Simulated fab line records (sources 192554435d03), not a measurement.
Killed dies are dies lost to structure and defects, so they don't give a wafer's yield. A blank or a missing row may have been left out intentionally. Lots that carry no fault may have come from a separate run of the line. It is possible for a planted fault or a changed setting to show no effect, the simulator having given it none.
Matching of chambers + flow n5 finfet + N5_BEOL_M0_DEP_125 on pecvd-03: 3 sister chambers
The step deposits SiCN from 3MS/NH3, target thk 8 nm, time 14 s. 3 wafers are shown with their chamber, then 8 later ones without.

WAFERS, EACH WITH ITS CHAMBER
| wafer  | chamber | showerhead plenum p Torr (Torr) |
|--------|---------|---------------------------------|
| L088.3 | 2       | 3.669                           |
| L088.5 | 0       | 3.657                           |
| L089.1 | 1       | 3.642                           |

WAFERS WITH NO CHAMBER GIVEN
| wafer  | showerhead plenum p Torr (Torr) |
|--------|---------------------------------|
| L089.4 | 3.676                           |
| L089.5 | 3.652                           |
| L094.3 | 3.658                           |
| L094.5 | 3.650                           |
| L094.6 | 3.661                           |
| L095.1 | 3.660                           |
| L095.2 | 3.674                           |
| L095.3 | 3.656                           |

WHICH CHAMBER EACH ONE RAN IN
| wafer  | from the rows above     | in truth                   |
|--------|-------------------------|----------------------------|
| L089.4 | 2                       | 2                          |
| L089.5 | can't be placed: 0 or 1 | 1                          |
| L094.3 | 0                       | 0                          |
| L094.5 | can't be placed: 0 or 1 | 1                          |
| L094.6 | can't be placed: 0 or 2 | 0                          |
| L095.1 | can't be placed: 0 or 2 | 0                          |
| L095.2 | 2                       | 2                          |
| L095.3 | 0                       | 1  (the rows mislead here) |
Placed correctly: 3 of 8. Cannot be placed on the basis of these rows: 4; the candidates contain the true chamber in 4. Number placed wrongly: 1.
How it was worked out, from the rows above alone: a wafer's distance from a chamber is the root of the sum, over the readings, of the square of ((its reading less the chamber's mean) divided by the reading's scatter). The wafer belongs to the nearest chamber; if the next one is less than 2 further off, it can't be placed. A chamber's mean is the mean of its shown wafers. The scatter: with one shown wafer a chamber, the root of the mean of the squares of how far each hidden wafer lies from its nearest shown one.
